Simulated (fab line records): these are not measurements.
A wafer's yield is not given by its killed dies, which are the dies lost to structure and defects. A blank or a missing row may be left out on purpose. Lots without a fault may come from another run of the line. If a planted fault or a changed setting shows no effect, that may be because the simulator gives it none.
fab line records	flow n5Finfet	part 1 of 2: steps 1 to 4 of 6
[record] lots = 21	wafers = 63	lastDay = 18
route steps=1938 shown BEOL_M6@1217 BEOL_M7@1263
lots that met no fault: from a run of the same line without faults
startH: start of the lot's first displayed wafer, in hours after the record's first day	waitH: hours from the lot's prior step to this one	" same as the row above	L1.1+2: a single row standing in for several wafers	- either no value or no given start	* or withheld: withheld	< > ~ a bound
route shown NAME@n: names a module that has steps shown in the file, with the first one's number in the route	usual: the fault-free wafers' mean and standard deviation	same: alike in all rows	chamber/n: place in a boat	sites: readings site by site	_std_site: how widely they spread, as a standard deviation	_edge_site: inner sites' mean taken away from outer sites' mean	radiusMm: for every site, how far away it sits from the centre of the wafer	mask NAME#n: copy n	behind: tool/chamber where the wafer was last shaped	hold: what put the lot on hold/how long, in hours/how the hold closed	device: the n, p or np transistor that did not switch	end of line: the same wafers' tests at the end of the route	a step with no rows: only its recipe	killed: dies that structure and defects cost at the first sort, which is not the same as the wafer's yield	map: a wafer's dies, x killed, . not, _ none there
set.NAME: the setting as run; set.NAME@STEP: as run at that earlier step	model.NAME: the simulator's own value behind a step, which no gauge read
steps of the route over a sample of lots; a table a step, a row a wafer
services: from which hour (startH, from the record's first day; less than 0 if before it) a tool's chamber was out of use, for how many hours, and why
[[steps]]
[step N5_BEOL_M6_CD_MEAS_18]
[recipe] pitchNm = 80	targetCdNm = 40
[usual] cdNm = 40.2/0.63
lot.wafer	tool	chamber	startH	waitH	cdNm
L074.4	cdSem-03	-	181.50	0.1	39.8
L074.5	"	-	"	"	40.3
L074.6	"	-	"	"	40.1
L075.1	cdSem-01	-	193.72	0.0	39.5
L075.2	"	-	"	"	39.3
L075.6	"	-	"	"	40.2
L076.3	cdSem-02	-	198.59	0.1	39.7
L076.4	"	-	"	"	38.7
L076.5	"	-	"	"	40.0
L077.2	cdSem-01	-	199.27	0.1	40.9
L077.3	"	-	"	"	41.3
L077.6	"	-	"	"	40.5
L078.1	cdSem-02	-	208.16	0.0	40.3
L078.3	"	-	"	"	39.7
L078.6	"	-	"	"	39.9
L079.3	cdSem-01	-	217.16	0.1	39.9
L079.4	"	-	"	"	39.6
L079.6	"	-	"	"	39.5
L081.1	cdSem-03	-	230.14	0.0	40.0
L081.3	"	-	"	"	40.8
L081.5	"	-	"	"	41.0
L080.1	cdSem-02	-	230.75	0.0	39.0
L080.4	"	-	"	"	39.3
L080.5	"	-	"	"	40.0
L083.2	cdSem-01	-	234.33	0.1	39.7
L083.3	"	-	"	"	39.9
L083.5	"	-	"	"	40.5
L082.1	cdSem-03	-	236.06	0.0	40.8
L082.2	"	-	"	"	40.5
L082.3	"	-	"	"	40.9
L084.1	cdSem-01	-	253.55	0.0	39.8
L084.3	"	-	"	"	40.1
L084.6	"	-	"	"	39.6
L085.3	cdSem-03	-	257.64	0.1	40.2
L085.4	"	-	"	"	41.0
L085.6	"	-	"	"	40.4
L086.1	cdSem-01	-	258.89	0.0	40.1
L086.4	"	-	"	"	40.4
L086.5	"	-	"	"	39.3
L087.2	cdSem-01	-	262.91	0.1	40.7
L087.5	"	-	"	"	39.7
L087.6	"	-	"	"	39.7
L088.3	cdSem-01	-	266.54	0.1	39.9
L088.4	"	-	"	"	40.1
L088.6	"	-	"	"	39.6
L089.3	cdSem-03	-	282.77	0.1	40.2
L089.4	"	-	"	"	40.9
L089.6	"	-	"	"	39.6
L090.2	cdSem-03	-	289.91	0.1	40.7
L090.4	"	-	"	"	39.3
L090.6	"	-	"	"	40.5
L093.1	cdSem-01	-	293.69	0.0	41.3
L093.2	"	-	"	"	40.1
L093.5	"	-	"	"	40.4
L092.2	cdSem-02	-	297.18	0.1	40.6
L092.4	"	-	"	"	41.2
L092.6	"	-	"	"	40.7
L094.1	cdSem-02	-	324.45	0.0	40.2
L094.2	"	-	"	"	40.2
L094.6	"	-	"	"	39.5
L097.2	cdSem-02	-	350.91	0.1	40.7
L097.4	"	-	"	"	39.9
L097.6	"	-	"	"	40.7
[step N5_BEOL_M6_ETCH_65]
[recipe] chemistry = CF4	target = SiARC	targetDepthA = 156	maskMaterial = CAR-EUV	timeS = 26	ionEnergyEv = 80	pressureMtorr = 40	sourceW = 545	biasW = 36	Ar_flow_sccm = 100	cf4FlowSccm = 100	ends = cleared
[usual] drypumpMotorCurrentA = 5.8/0.39	etchRfOnTimeS = 26.0/0.61	oesProductAu = 0.69/0.082	rfVppV = 184.1/1.3	showerheadPlenumPTorr = 2.15/0.074	throttleValvePct = 15.57/0.19
lot.wafer	tool	chamber	startH	waitH	drypumpMotorCurrentA	etchRfOnTimeS	oesProductAu	rfHoursCounterH	rfVppV	showerheadPlenumPTorr	throttleValvePct
L074.4	rieDiel-03	1	182.09	0.0	5.8	26.0	0.74	30	185.9	2.16	15.51
L074.5	"	2	"	"	5.9	27.4	0.58	-	183.8	2.04	15.66
L074.6	"	3	"	"	5.5	26.2	0.78	-	182.5	2.11	15.56
L075.1	rieDiel-03	1	194.33	0.0	5.7	25.6	0.73	34	184.8	2.16	15.52
L075.2	"	3	"	"	5.5	25.6	0.79	23	183.9	2.10	15.54
L075.6	"	1	"	"	5.8	25.6	0.74	-	184.5	2.16	15.52
L076.3	rieDiel-03	0	201.50	0.0	5.8	26.7	0.59	221	184.2	2.21	15.41
L076.4	"	1	"	"	5.8	26.1	0.73	-	184.4	2.16	15.53
L076.5	"	2	"	"	5.9	27.2	0.58	-	181.7	2.04	15.68
L077.2	rieDiel-05	3	201.57	0.0	5.7	25.6	0.60	224	185.1	2.11	15.65
L077.3	"	0	"	"	6.6	26.2	0.68	112	184.8	2.25	15.71
L077.6	"	0	"	"	6.6	26.2	0.68	-	185.2	2.25	15.72
L078.1	rieDiel-03	1	212.09	0.0	5.8	25.6	0.73	43	184.8	2.16	15.54
L078.3	"	3	"	"	5.5	25.7	0.78	26	184.8	2.10	15.55
L078.6	"	3	"	"	5.5	25.6	0.77	-	184.3	2.10	15.57
L079.3	rieDiel-03	2	219.03	0.0	5.9	27.0	0.57	252	183.1	2.03	15.68
L079.4	"	0	"	"	5.8	26.7	0.59	-	185.6	2.20	15.42
L079.6	"	1	"	"	5.8	26.0	0.72	-	184.5	2.16	15.54
L081.1	rieDiel-03	3	230.85	0.0	5.5	25.3	0.77	33	183.7	2.10	15.58
L081.3	"	0	"	"	5.8	26.4	0.59	234	185.3	2.20	15.43
L081.5	"	0	"	"	5.8	26.4	0.59	-	184.7	2.20	15.42
L080.1	rieDiel-05	0	231.82	0.0	6.6	26.0	0.67	124	186.6	2.25	15.72
L080.4	"	2	"	"	5.1	25.7	0.75	37	185.8	2.28	15.27
L080.5	"	1	"	"	5.6	26.9	0.58	-	183.0	2.03	15.66
L083.2	rieDiel-05	0	235.18	0.0	6.6	26.5	0.67	125	183.9	2.25	15.75
L083.3	"	1	"	"	5.6	27.3	0.57	227	181.9	2.02	15.64
L083.5	"	2	"	"	5.1	26.2	0.74	-	185.1	2.28	15.26
L082.1	rieDiel-04	2	237.17	0.0	5.5	26.1	0.60	205	184.0	2.05	15.71
L082.2	"	0	"	"	6.4	25.2	0.83	4	186.4	2.20	15.78
L082.3	"	3	"	"	5.7	25.2	0.79	16	184.3	2.18	15.36
L084.1	rieDiel-04	0	254.06	0.0	6.4	25.4	0.81	11	185.3	2.20	15.81
L084.3	"	1	"	"	6.1	25.7	0.70	92	186.4	2.16	15.43
L084.6	"	1	"	"	6.1	25.9	0.69	-	184.1	2.16	15.41
L085.3	rieDiel-03	0	258.25	0.0	5.8	26.9	0.57	246	185.3	2.20	15.46
L085.4	"	2	"	"	5.9	26.6	0.79	10	185.1	2.28	15.22
L085.6	"	1	"	"	5.8	26.3	0.69	-	183.7	2.15	15.58
L086.1	rieDiel-04	3	261.42	0.0	5.7	25.3	0.78	20	185.8	2.18	15.41
L086.4	"	2	"	"	5.5	26.6	0.59	214	182.0	2.05	15.73
L086.5	"	2	"	"	5.5	26.4	0.60	-	182.1	2.05	15.72
L087.2	rieDiel-04	0	263.48	0.0	6.3	25.2	0.79	14	185.0	2.20	15.81
L087.5	"	1	"	"	6.1	25.9	0.70	-	184.4	2.16	15.42
L087.6	"	0	"	"	6.4	25.3	0.80	-	183.3	2.19	15.82
L088.3	rieDiel-05	3	268.24	0.0	5.7	25.6	0.58	246	182.8	2.11	15.68
L088.4	"	0	"	"	6.6	26.3	0.66	138	186.0	2.24	15.77
L088.6	"	1	"	"	5.6	26.8	0.57	-	181.9	2.02	15.66
L089.3	rieDiel-05	0	284.27	0.0	6.6	26.3	0.65	142	185.0	2.24	15.78
L089.4	"	2	"	"	5.1	25.7	0.73	-	186.6	2.27	15.31
L089.6	"	1	"	"	5.6	26.7	0.57	-	181.8	2.02	15.68
L090.2	rieDiel-03	0	290.54	0.0	5.8	26.3	0.82	4	183.8	2.20	15.00
L090.4	"	1	"	"	5.8	26.2	0.68	-	185.2	2.15	15.61
L090.6	"	0	"	"	5.8	26.2	0.83	-	184.5	2.20	15.00
L093.1	rieDiel-04	1	295.17	0.0	6.1	25.7	0.69	104	184.2	2.15	15.45
L093.2	"	2	"	"	5.5	26.3	0.59	225	182.3	2.04	15.74
L093.5	"	3	"	"	5.7	25.5	0.76	-	184.9	2.17	15.40
L092.2	rieDiel-04	1	298.96	0.0	6.1	25.4	0.69	106	184.5	2.15	15.46
L092.4	"	2	"	"	5.5	26.3	0.59	226	181.0	2.04	15.77
L092.6	"	0	"	"	6.4	25.2	0.78	-	185.9	2.19	15.83
L094.1	rieDiel-04	3	329.02	0.0	5.7	25.1	0.75	44	183.4	2.17	15.43
L094.2	"	0	"	"	6.4	25.5	0.76	38	183.9	2.19	15.86
L094.6	"	0	"	"	6.4	25.3	0.76	-	184.0	2.19	15.85
L097.2	rieDiel-04	1	351.56	0.0	6.1	25.7	0.67	123	184.4	2.15	15.47
L097.4	"	3	"	"	5.6	25.7	0.72	52	184.4	2.17	15.46
L097.6	"	3	"	"	5.7	25.6	0.73	-	184.3	2.17	15.45
[step N5_BEOL_M6_ETCH_41]
[recipe] chemistry = CH3F/O2	target = SiCN	targetDepthA = 297	taperDeg = 2	timeS = 52	ionEnergyEv = 120	maskMaterial = TiN	pressureMtorr = 30	sourceW = 395	biasW = 75	Ar_flow_sccm = 150	CH3F_flow_sccm = 30	O2_flow_sccm = 20
[usual] drypumpMotorCurrentA = 5.8/0.38	oesProductAu = 0.80/0.094	rfVppV = 297.5/1.8	showerheadPlenumPTorr = 2.01/0.073	throttleValvePct = 16.26/0.19
lot.wafer	tool	chamber	startH	waitH	drypumpMotorCurrentA	oesProductAu	rfHoursCounterH	rfVppV	showerheadPlenumPTorr	throttleValvePct
L074.4	rieDiel-03	1	-	-	5.8	0.87	30	296.0	2.02	16.20
L074.5	"	2	"	"	5.9	0.68	-	295.3	1.89	16.30
L074.6	"	3	"	"	5.5	0.91	-	296.0	1.96	16.27
L075.1	rieDiel-03	1	-	-	5.8	0.86	35	298.8	2.02	16.22
L075.2	"	3	"	"	5.5	0.91	23	296.0	1.96	16.25
L075.6	"	1	"	"	5.8	0.86	-	297.9	2.02	16.21
L076.3	rieDiel-03	0	-	-	5.8	0.69	221	297.6	2.06	16.05
L076.4	"	1	"	"	5.7	0.86	-	298.3	2.02	16.22
L076.5	"	2	"	"	5.9	0.67	-	293.1	1.89	16.33
L077.2	rieDiel-05	3	-	-	5.7	0.69	225	297.2	1.97	16.32
L077.3	"	0	"	"	6.6	0.79	112	299.7	2.09	16.36
L077.6	"	0	"	"	6.6	0.80	-	299.2	2.09	16.34
L078.1	rieDiel-03	1	-	-	5.8	0.85	43	298.7	2.01	16.21
L078.3	"	3	"	"	5.5	0.89	26	295.6	1.96	16.27
L078.6	"	3	"	"	5.5	0.90	-	295.1	1.96	16.27
L079.3	rieDiel-03	2	-	-	5.8	0.68	252	295.6	1.89	16.32
L079.4	"	0	"	"	5.7	0.69	-	299.1	2.06	16.07
L079.6	"	1	"	"	5.8	0.84	-	298.6	2.01	16.24
L081.1	rieDiel-03	3	-	-	5.5	0.89	33	295.3	1.96	16.29
L081.3	"	0	"	"	5.7	0.68	235	298.5	2.06	16.08
L081.5	"	0	"	"	5.8	0.69	-	297.4	2.06	16.07
L080.1	rieDiel-05	0	-	-	6.6	0.80	124	298.3	2.09	16.36
L080.4	"	2	"	"	5.1	0.88	37	300.6	2.13	15.98
L080.5	"	1	"	"	5.6	0.69	-	295.1	1.89	16.34
L083.2	rieDiel-05	0	-	-	6.6	0.79	125	299.4	2.09	16.36
L083.3	"	1	"	"	5.6	0.68	227	294.7	1.89	16.36
L083.5	"	2	"	"	5.1	0.87	-	298.7	2.13	15.98
L082.1	rieDiel-04	2	-	-	5.5	0.70	205	294.8	1.90	16.33
L082.2	"	0	"	"	6.4	0.96	5	297.7	2.06	16.55
L082.3	"	3	"	"	5.7	0.92	16	299.9	2.04	16.11
L084.1	rieDiel-04	0	-	-	6.4	0.93	12	298.9	2.06	16.57
L084.3	"	1	"	"	6.1	0.82	92	297.9	2.02	16.15
L084.6	"	1	"	"	6.1	0.82	-	297.9	2.02	16.18
L085.3	rieDiel-03	0	-	-	5.8	0.68	246	297.3	2.05	16.11
L085.4	"	2	"	"	5.9	0.94	10	300.3	2.14	15.93
L085.6	"	1	"	"	5.8	0.82	-	297.6	2.01	16.27
L086.1	rieDiel-04	3	-	-	5.7	0.91	21	297.3	2.04	16.11
L086.4	"	2	"	"	5.5	0.70	214	294.2	1.90	16.35
L086.5	"	2	"	"	5.4	0.70	-	293.8	1.90	16.36
L087.2	rieDiel-04	0	-	-	6.4	0.94	15	297.2	2.06	16.56
L087.5	"	1	"	"	6.1	0.82	-	299.1	2.02	16.16
L087.6	"	0	"	"	6.3	0.93	-	299.1	2.06	16.57
L088.3	rieDiel-05	3	-	-	5.7	0.68	246	297.1	1.96	16.36
L088.4	"	0	"	"	6.6	0.78	138	299.4	2.09	16.40
L088.6	"	1	"	"	5.6	0.67	-	294.4	1.88	16.38
L089.3	rieDiel-05	0	-	-	6.6	0.77	143	299.6	2.08	16.43
L089.4	"	2	"	"	5.1	0.84	-	298.9	2.13	15.99
L089.6	"	1	"	"	5.6	0.68	-	295.8	1.88	16.39
L090.2	rieDiel-03	0	-	-	5.8	0.97	4	298.1	2.05	15.67
L090.4	"	1	"	"	5.7	0.80	-	297.4	2.00	16.30
L090.6	"	0	"	"	5.8	0.97	-	299.8	2.05	15.68
L093.1	rieDiel-04	1	-	-	6.1	0.80	105	299.3	2.01	16.18
L093.2	"	2	"	"	5.5	0.69	225	296.4	1.89	16.35
L093.5	"	3	"	"	5.7	0.89	-	298.4	2.03	16.13
L092.2	rieDiel-04	1	-	-	6.1	0.80	106	297.4	2.01	16.19
L092.4	"	2	"	"	5.5	0.69	227	294.5	1.89	16.35
L092.6	"	0	"	"	6.4	0.90	-	298.1	2.05	16.61
L094.1	rieDiel-04	3	-	-	5.7	0.87	44	298.8	2.03	16.15
L094.2	"	0	"	"	6.4	0.88	38	296.9	2.05	16.61
L094.6	"	0	"	"	6.4	0.88	-	297.9	2.05	16.60
L097.2	rieDiel-04	1	-	-	6.1	0.78	123	298.9	2.01	16.21
L097.4	"	3	"	"	5.7	0.85	52	295.7	2.03	16.17
L097.6	"	3	"	"	5.7	0.85	-	299.2	2.03	16.19
[step N5_BEOL_M7_ILD_DEP_00]
[recipe] material = SiCOH_lowk	targetThkA = 1797.5	tempC = 300	precursor = DEMS/porogen	pressureTorr = 5	rfW = 500	timeS = 33.4
[usual] heaterPowerW = 293/46	showerheadPlenumPTorr = 5.743/0.017	susceptorTempC = 299.98/0.19	throttleValvePct = 13.7/0.55
lot.wafer	tool	chamber	startH	waitH	heaterPowerW	showerheadPlenumPTorr	susceptorTempC	throttleValvePct
L074.4	pecvd-04	1	186.14	0.1	282	5.753	299.84	14.1
L074.5	"	2	"	"	247	5.731	300.15	14.6
L074.6	"	0	"	"	285	5.772	300.28	14.3
L075.1	pecvd-02	2	198.97	0.0	369	5.701	300.10	13.5
L075.2	"	1	"	"	265	5.728	299.88	13.5
L075.6	"	1	"	"	267	5.740	299.84	13.6
L076.3	pecvd-01	2	205.53	0.0	375	5.746	299.81	13.5
L076.4	"	1	"	"	255	5.768	299.99	13.9
L076.5	"	0	"	"	308	5.743	299.81	12.8
L077.2	pecvd-02	0	205.58	0.0	301	5.738	299.95	14.5
L077.3	"	0	"	"	302	5.733	300.05	14.2
L077.6	"	0	"	"	300	5.722	300.08	14.2
L078.1	pecvd-04	1	216.44	0.0	282	5.762	300.24	14.2
L078.3	"	0	"	"	302	5.760	299.78	14.2
L078.6	"	1	"	"	286	5.756	300.35	13.9
L079.3	pecvd-02	0	222.61	0.0	263	5.721	299.90	14.4
L079.4	"	0	"	"	265	5.727	299.81	14.4
L079.6	"	2	"	"	374	5.725	300.09	13.0
L081.1	pecvd-04	0	234.08	0.0	269	5.762	299.60	14.4
L081.3	"	2	"	"	234	5.727	300.11	13.1
L081.5	"	1	"	"	279	5.747	300.25	13.9
L080.1	pecvd-01	1	235.09	0.0	277	5.747	300.25	13.9
L080.4	"	0	"	"	336	5.746	300.20	12.7
L080.5	"	2	"	"	407	5.750	299.70	13.6
L083.2	pecvd-04	1	237.87	0.0	267	5.750	300.32	13.8
L083.3	"	0	"	"	280	5.786	299.98	14.2
L083.5	"	2	"	"	225	5.733	300.16	13.4
L082.1	pecvd-02	2	240.84	0.0	332	5.719	299.86	13.3
L082.2	"	0	"	"	312	5.719	299.80	14.3
L082.3	"	1	"	"	282	5.737	299.91	13.5
L084.1	pecvd-02	1	258.03	0.0	306	5.724	300.18	13.7
L084.3	"	2	"	"	351	5.713	300.04	13.3
L084.6	"	0	"	"	291	5.741	300.10	14.4
L085.3	pecvd-01	0	263.45	0.0	289	5.753	299.97	12.4
L085.4	"	0	"	"	295	5.754	300.09	12.6
L085.6	"	1	"	"	253	5.768	300.07	14.2
L086.1	pecvd-01	0	264.48	0.0	294	5.769	300.13	12.8
L086.4	"	1	"	"	288	5.752	300.24	13.9
L086.5	"	2	"	"	401	5.744	299.80	13.6
L087.2	pecvd-04	2	266.84	0.0	209	5.729	300.19	13.2
L087.5	"	1	"	"	289	5.768	300.10	14.0
L087.6	"	2	"	"	208	5.737	299.84	13.3
L088.3	pecvd-01	0	271.62	0.0	293	5.761	299.89	12.5
L088.4	"	0	"	"	303	5.733	300.19	12.6
L088.6	"	1	"	"	277	5.752	300.10	13.7
L089.3	pecvd-04	0	287.32	0.0	324	5.767	299.77	14.6
L089.4	"	1	"	"	270	5.766	299.73	14.0
L089.6	"	2	"	"	221	5.740	300.13	13.6
L090.2	pecvd-01	2	294.18	0.0	341	5.749	299.81	13.8
L090.4	"	1	"	"	247	5.738	299.98	13.8
L090.6	"	0	"	"	320	5.749	299.85	12.5
L093.1	pecvd-02	1	298.52	0.0	265	5.739	299.88	13.7
L093.2	"	0	"	"	307	5.730	299.98	14.3
L093.5	"	1	"	"	277	5.732	299.82	13.5
L092.2	pecvd-04	1	304.53	0.0	285	5.756	300.03	13.9
L092.4	"	1	"	"	293	5.735	299.75	13.9
L092.6	"	0	"	"	275	5.746	299.79	14.5
L094.1	pecvd-01	0	332.23	0.0	300	5.748	300.35	12.7
L094.2	"	2	"	"	357	5.737	299.76	13.8
L094.6	"	1	"	"	257	5.741	300.22	14.0
L097.2	pecvd-02	1	357.42	0.0	278	5.748	299.81	13.6
L097.4	"	0	"	"	304	5.716	300.01	14.4
L097.6	"	2	"	"	311	5.723	300.03	13.4
